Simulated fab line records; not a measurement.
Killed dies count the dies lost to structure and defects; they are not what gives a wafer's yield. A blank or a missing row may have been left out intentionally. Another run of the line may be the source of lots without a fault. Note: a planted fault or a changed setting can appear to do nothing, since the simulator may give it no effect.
Split-lot study	flow n5 finfet	21 wafers read across 7 lots, on a route 1938 steps long

## THE SPLIT
At N5_DUMMY_GATE_COAT_35 (time 60 s, resist thk 10 nm), the setting spin rpm was moved away from the recipe's 1500 rpm on 5 of the 21 wafers read, by -9.9% to -5.9%. For the rest of the wafers, this setting stayed at what the recipe calls for.

## FROM THE SPLIT TO THE READING: what the file shows between them, 4 steps
- N5_DUMMY_GATE_COAT_28: time 60 s, resist thk 10 nm
- N5_DUMMY_GATE_COAT_09: resist thk 30 nm
- N5_DUMMY_GATE_ETCH_29: etches underlayer in N2/H2, target depth 13 nm
- N5_DUMMY_GATE_ETCH_36: etches SiARC in CF4, target depth 13 nm

## THE READING
SiARC_of_DUMMY_GATE_COAT_35.thk nm (the simulator's own value, which no gauge read), in nm, at N5_DUMMY_GATE_ETCH_37 (etches SOC in N2/H2, target depth 60 nm, overetch 30 nm). There is no usual value for it anywhere in the file. Across the 16 wafers here that went through the recipe, the average is 5.0 nm and the standard deviation 0.066 nm.

wafer	tool, chamber at the split	spin rpm as run, rpm	against the recipe	SiARC_of_DUMMY_GATE_COAT_35.thk nm, nm	against lot-mates on the recipe
L074.1	litho track-02, 0	1500	recipe	5	-
L074.3	litho track-02, 0	1500	recipe	5.2	-
L074.4	litho track-02, 0	1500	recipe	5.2	-
L076.1	litho track-02, 0	1500	recipe	5	-
L076.2	litho track-02, 0	1500	recipe	5	-
L076.5	litho track-02, 0	1500	recipe	5	-
L077.1	litho track-03, 0	1500	recipe	5	-
L077.4	litho track-03, 0	1500	recipe	5	-
L077.5	litho track-03, 0	1369	-8.7%	5.6	+0.6
L079.2	litho track-02, 0	1351	-9.9%	5.6	+0.6
L079.3	litho track-02, 0	1500	recipe	5	-
L079.6	litho track-02, 0	1500	recipe	5	-
L084.1	litho track-02, 0	1500	recipe	5	-
L084.3	litho track-02, 0	1412	-5.9%	5.2	+0.2
L084.4	litho track-02, 0	1500	recipe	5	-
L090.1	litho track-02, 0	1385	-7.7%	5.4	+0.4
L090.2	litho track-02, 0	1385	-7.7%	5.4	+0.4
L090.6	litho track-02, 0	1500	recipe	5	-
L091.1	litho track-05, 0	1500	recipe	5	-
L091.3	litho track-05, 0	1500	recipe	5	-
L091.6	litho track-05, 0	1500	recipe	5	-

THE FIT
A straight line over all 21 wafers: SiARC_of_DUMMY_GATE_COAT_35.thk nm changes by -0.054 nm for each +1% of spin rpm; r = -0.94; the points scatter about the line by 0.074 nm.
The same after taking each lot's own level away (the mean of its wafers on the recipe; 21 wafers): -0.057 nm for each +1%; r = -0.97; scatter 0.056 nm.
Per that fit: largest spin rpm move, reading shift of 0.57 nm.
Across the lots, their own levels run from 5.00 to 5.13 nm, a range of 2.0 times the standard deviation given above.
The two slopes are in agreement: the lot-to-lot level therefore moves the slope only a little.
Check: +0.547 nm against its lot-mates is what the line predicts for one of the wafers moved furthest among these (-9.9%) when that wafer is left out of the fit. Against them it came out at +0.6 nm.

## FURTHER SPLITS ON THESE WAFERS
Other splits were also applied to these wafers ahead of the reading. Each is held against what the fit with the lots' levels taken away leaves over:
other split on the same wafers	wafers away from the commonest value	r with SiARC_of_DUMMY_GATE_COAT_35.thk nm (lot level and that fit taken away)
N5_ZERO_LAYER_PECVD_02 time s	6	+0.05
N5_ZERO_LAYER_COAT_05 spin rpm	8	-0.20
N5_ZERO_LAYER_DEVELOP_10 develop time s	8	-0.09
N5_WELL_APT_COAT_02 spin rpm	10	-0.11
N5_FIN_SAQP_SPACER1_ALD_24 ald cycles	8	-0.31
N5_FIN_CUT_COAT_19 spin rpm	7	+0.00
N5_DUMMY_GATE_COAT_34 spin rpm	6	-0.02

## THE WHOLE CHAIN: every reading that the file lists as answering this split, in the file's order
step	what it does	reading	change (the file's fit)	r (the file's)
N5_DUMMY_GATE_COAT_35	time 60 s, resist thk 10 nm	SiARC_of_DUMMY_GATE_COAT_35.thk nm (the simulator's own value, which no gauge read)	-0.0554 nm for each +1% of the setting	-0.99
N5_DUMMY_GATE_ETCH_37	etches SOC in N2/H2, target depth 60 nm, overetch 30 nm	SiARC_of_DUMMY_GATE_COAT_35.thk nm (the simulator's own value, which no gauge read)	-0.0576 nm for each +1% of the setting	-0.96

## THE FILE'S OWN FIT
SiARC_of_DUMMY_GATE_COAT_35.thk nm changes by -0.0576 nm for each +1% of spin rpm, r = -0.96.
